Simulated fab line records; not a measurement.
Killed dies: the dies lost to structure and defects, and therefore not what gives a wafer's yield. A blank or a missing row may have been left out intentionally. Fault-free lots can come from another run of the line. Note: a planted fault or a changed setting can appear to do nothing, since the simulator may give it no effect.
Chamber matching | flow n5Finfet | N5_BEOL_M4_ALD_98 on aldSin-02 has 4 sister chambers
The step deposits SiO2, target thk 2.5 nm, pulse time 1 s, co reactant pulse time 1 s. 14 wafers are shown with their chamber, then 7 later ones without.

== EACH WAFER AND ITS CHAMBER ==
wafer  | chamber | heaterPowerOuterW (W) | heaterPowerW (W) | precursorPulseHeightRel
L074.2 | 1       | 40                    | 77               | 1.017
L074.3 | 0       | 41                    | 80               | 1.026
L074.4 | 3       | 49                    | 81               | 0.972
L076.1 | 2       | 42                    | 86               | 1.012
L076.2 | 0       | 41                    | 80               | 1.012
L076.5 | 0       | 40                    | 78               | 0.998
L077.3 | 1       | 39                    | 76               | 0.987
L077.4 | 3       | 50                    | 80               | 0.994
L077.6 | 1       | 40                    | 77               | 0.978
L078.4 | 0       | 40                    | 80               | 0.994
L078.5 | 1       | 40                    | 76               | 0.979
L078.6 | 2       | 42                    | 85               | 1.017
L080.1 | 0       | 42                    | 76               | 1.036
L080.3 | 2       | 42                    | 84               | 1.004

SIGNATURES (averages over the wafers above)
reading                 | chamber 0 | chamber 1 | chamber 2 | chamber 3 | scatter within a chamber
heaterPowerOuterW       | 40.80     | 39.75     | 42.00     | 49.50     | 0.636
heaterPowerW            | 78.80     | 76.50     | 85.00     | 80.50     | 1.28
precursorPulseHeightRel | 1.01320   | 0.99025   | 1.01100   | 0.98300   | 0.0162
Rule: for a wafer and a chamber, the distance is found by dividing, reading by reading, the gap between the wafer's reading and the chamber's mean by the reading's scatter, squaring, summing and taking the root. The wafer belongs to the nearest chamber; if the next one is less than 2 further off, it can't be placed. The scatter: the root of (the sum of the squares of (reading less its chamber's mean) over the shown wafers, divided by (wafers less chambers)).

== WAFERS WITH NO CHAMBER GIVEN ==
wafer  | heaterPowerOuterW (W) | heaterPowerW (W) | precursorPulseHeightRel
L080.4 | 41                    | 76               | 0.989
L079.2 | 40                    | 79               | 1.001
L079.3 | 42                    | 85               | 0.997
L079.6 | 40                    | 78               | 1.002
L087.2 | 43                    | 86               | 1.010
L087.3 | 40                    | 78               | 0.994
L087.5 | 40                    | 77               | 1.031

== THE CHAMBER EACH PASSED THROUGH ==
wafer  | from the rows above     | in truth
L080.4 | can't be placed: 1 or 0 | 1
L079.2 | can't be placed: 0 or 1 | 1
L079.3 | 2                       | 2
L079.6 | can't be placed: 1 or 0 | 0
L087.2 | 2                       | 2
L087.3 | can't be placed: 1 or 0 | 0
L087.5 | can't be placed: 0 or 1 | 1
Correct placement for 2 of the 7. Cannot be placed on the basis of these rows: 5; the candidates contain the true chamber in 5. Placed wrongly: 0.
